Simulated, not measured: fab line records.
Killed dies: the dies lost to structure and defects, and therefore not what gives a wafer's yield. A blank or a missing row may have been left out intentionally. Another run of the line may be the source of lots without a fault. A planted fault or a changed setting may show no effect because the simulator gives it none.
A lot that was struck, set against a sound lot :: flow nand_harc :: 40 steps out of a route of 1159
Sound: wafers L114.1, L114.2, L114.6. Wafers struck: L125.1, L125.3, L125.5. The cause is named last.
Order at every step that has rows: each side's tool, ch and its chambers, its first start. Under that, the readings that differ: sound wafers :: struck wafers :: difference of the means :: sigmas: that difference in standard deviations of wafers without a fault.
alike: words and numbers the same on both sides, and readings whose means are apart by under 2 such deviations; not compared: readings that were withheld, readings missing a value for some wafer, numbers with overlapping values and no deviation given by the record, and bounds like >300 which may hide the same value.
The two part at a step that has a row with sigmas, a row that says differs or no value, or rows on one side only. Non-overlapping numbers with no deviation appear without sigmas and do not part them. A reading missing from all wafers of one side parts the sides only when that side holds two or more wafers.

NHARC_P_M2_OVL_MEAS_10: pitch 340 nm.
  sound on overlay-02 at day 6 03:16; struck on overlay-01 at day 9 09:07
reading: overlay_x_nm (nm)
sound: 0.7 1.4 1.1
struck: -1.0 -0.6 -0.6
difference: -1.8
sigmas: -2
  alike: overlay_y_nm
NHARC_P_M2_INSPECT_11:
  sound on defect_inspect-01 at day 6 03:19; struck on defect_inspect-02 at day 9 09:10
  alike: raw_defect_count
then, 3 steps without rows for these wafers: NHARC_P_M2_DESCUM_14 (chemistry O2, time 3 s); NHARC_P_M2_ETCH_35 (etches the open film in N2/H2, target depth 40 nm, overetch 12 nm, time 43.94 s); NHARC_P_M2_ETCH_15 (etches the open film in C4F8/Ar, target depth 182.5 nm, time 91.2 s).
NHARC_P_M2_CD_MEAS_16:
  sound on cd_sem-02 at day 6 03:40; struck on cd_sem-02 at day 9 09:31
  alike: cd_nm
then, 4 steps without rows for these wafers: NHARC_P_M2_STRIP_18 (strips in N2/H2); NHARC_P_M2_ETCH_28 (etches the open film in CF4/N2, target depth 30 nm, time 72.99 s); NHARC_P_M2_STRIP_19 (strips in post etch residue remover, time 600 s); NHARC_P_M2_DEGAS_29 (time 60 s).
NHARC_P_M2_PRE_CLEAN_30: time 30 s.
  sound on pvd_sputter-01; struck on pvd_sputter-02
  alike: heater_power_w
then, 1 step without rows for these wafers: NHARC_P_M2_PVD_20 (deposits TaN, target thk 5 nm, time 8.06 s).
NHARC_P_M2_PVD_21: deposits Cu, target thk 30 nm, time 20.49 s.
  sound on pvd_sputter-01 at day 6 04:38; struck on pvd_sputter-02 at day 9 10:28
reading: throttle_valve_pct (%)
sound: 31.1 30.6 28.9
struck: 28.7 28.1 28.1
difference: -1.9
sigmas: -2
then, 2 steps without rows for these wafers: NHARC_P_M2_ECD_22 (material Cu, target thk 400 nm); NHARC_P_M2_ANNEAL_31 (time 90 s).
NHARC_P_M2_CMP_23: polishes, t overpolish 20 s, target thk 144.3 nm.
  sound on cmp-03 ch 1,2,3, day 6 05:29; struck on cmp-04 ch 0,1,2, day 9 11:20
  alike: motor_current_A, time_to_endpoint_s
then, 2 steps without rows for these wafers: NHARC_P_M2_SRD_25; NHARC_P_M2_PRE_CLEAN_32 (time 12 s).
NHARC_P_M2_DEP_33: deposits SiCN, target thk 30 nm.
  sound on pecvd-01 ch 0,2, day 6 06:05; struck on pecvd-01 ch 0,2, day 9 11:57
  alike: heater_power_w
NHARC_P_BONDPAD_DEP_00: deposits SiCN, target thk 250 nm.
  sound on pecvd-02 ch 0,1, day 6 06:30; struck on pecvd-02 ch 0,1,2, day 9 12:24
  alike: heater_power_w
then, 1 step without rows for these wafers: NHARC_P_BONDPAD_CMP_32 (polishes SiCN, target thk 200 nm).
NHARC_P_BONDPAD_THK_MEAS_33: measures by ellipsometry.
  sound on film_metro-02 at day 6 07:09; struck on film_metro-02 at day 9 13:01
  alike: thk_nm
then, 10 steps without rows for these wafers: NHARC_P_BONDPAD_SRD_34; NHARC_P_BONDPAD_DEHYDRATE_01 (time 120 s); NHARC_P_BONDPAD_HMDS_02 (time 30 s); NHARC_P_BONDPAD_COAT_36 (time 65 s); NHARC_P_BONDPAD_COAT_03 (resist thk 600 nm); NHARC_P_BONDPAD_SOFTBAKE_04 (time 70 s); NHARC_P_BONDPAD_EBR_05; NHARC_P_BONDPAD_EXPOSE_06 (exposes mask P BPAD); NHARC_P_BONDPAD_PEB_07 (peb time 80 s); NHARC_P_BONDPAD_DEVELOP_08 (time 50 s).
NHARC_P_BONDPAD_CD_MEAS_09: target cd 500 nm.
  sound on cd_sem-01 ch 0, day 6 07:43; struck on cd_sem-03 ch 0, day 9 13:28
  alike: cd_nm
NHARC_P_BONDPAD_OVL_MEAS_38:
  sound on overlay-01 at day 6 07:49; struck on overlay-02 at day 9 13:32
  alike: overlay_x_nm, overlay_y_nm
then, 2 steps without rows for these wafers: NHARC_P_BONDPAD_HARDBAKE_10 (time 65 s); NHARC_P_BONDPAD_DESCUM_11 (chemistry O2, time 3 s).
NHARC_P_BONDPAD_ETCH_37: etches the open film in N2/H2, target depth 60 nm, overetch 18 nm, time 65.91 s.
  sound on rie_diel-11 ch 1,2,3, day 6 08:02; struck on rie_diel-06 ch 2,3, day 9 13:46
  alike: drypump_motor_current_A, oes_product_au, rf_vpp_V, showerhead_plenum_p_Torr, throttle_valve_pct
  not compared: rf_hours_counter_h
then, 1 step without rows for these wafers: NHARC_P_BONDPAD_ETCH_12 (etches the open film in CHF3/O2, target depth 200 nm, time 100 s).
NHARC_P_BONDPAD_CD_MEAS_13:
  sound on cd_sem-03 at day 6 08:15; struck on cd_sem-01 at day 9 13:59
  alike: cd_nm
-- break in the record here, with 13 days between the starts of the struck wafers on either side (left off in module P_BONDPAD, picked up again in module END, where the first step shown is number 1159 on the route) --
NHARC_END_SORT_01:
  sound on prober-01 ch 0, day 20 04:41; struck on prober-01 ch 0, day 22 07:21
reading: defect_limited_yield (%)
sound: 96.6 95.1 97.0
struck: 91.3 90.5 90.5
difference: -5.5
sigmas: -3

reading: killed_at_periphery
sound: 2 2 1
struck: 47 47 45
difference: +45
sigmas: +21

reading: killed_dies
sound: 23 33 20
struck: 59 64 64
difference: +37
sigmas: +3

reading: sort_bin_2_pct (%)
sound: 1.2 1.6 0.6
struck: 5.6 4.0 4.0
difference: +3.4
sigmas: +5

reading: sort_bin_3_pct (%)
sound: 0.30 0.44 0.30
struck: 0.89 1.92 2.51
difference: +1.43
sigmas: +7

reading: sort_n_pass
sound: 654 644 657
struck: 618 613 613
difference: -37
sigmas: -3

reading: sort_rim_yield_pct (%)
sound: 93.4 92.5 96.2
struck: 84.0 83.0 85.8
difference: -9.8
sigmas: -3

reading: sort_yield_pct (%)
sound: 96.6 95.1 97.0
struck: 91.3 90.5 90.5
difference: -5.5
sigmas: -3
  alike: killed_at_array, killed_at_other, killed_open, killed_short, sort_bin_4_pct

== WHERE THEY PART ==
At NHARC_P_M2_OVL_MEAS_10 first; at NHARC_END_SORT_01 last (within this record only).

WHY: what had been put in by the simulator
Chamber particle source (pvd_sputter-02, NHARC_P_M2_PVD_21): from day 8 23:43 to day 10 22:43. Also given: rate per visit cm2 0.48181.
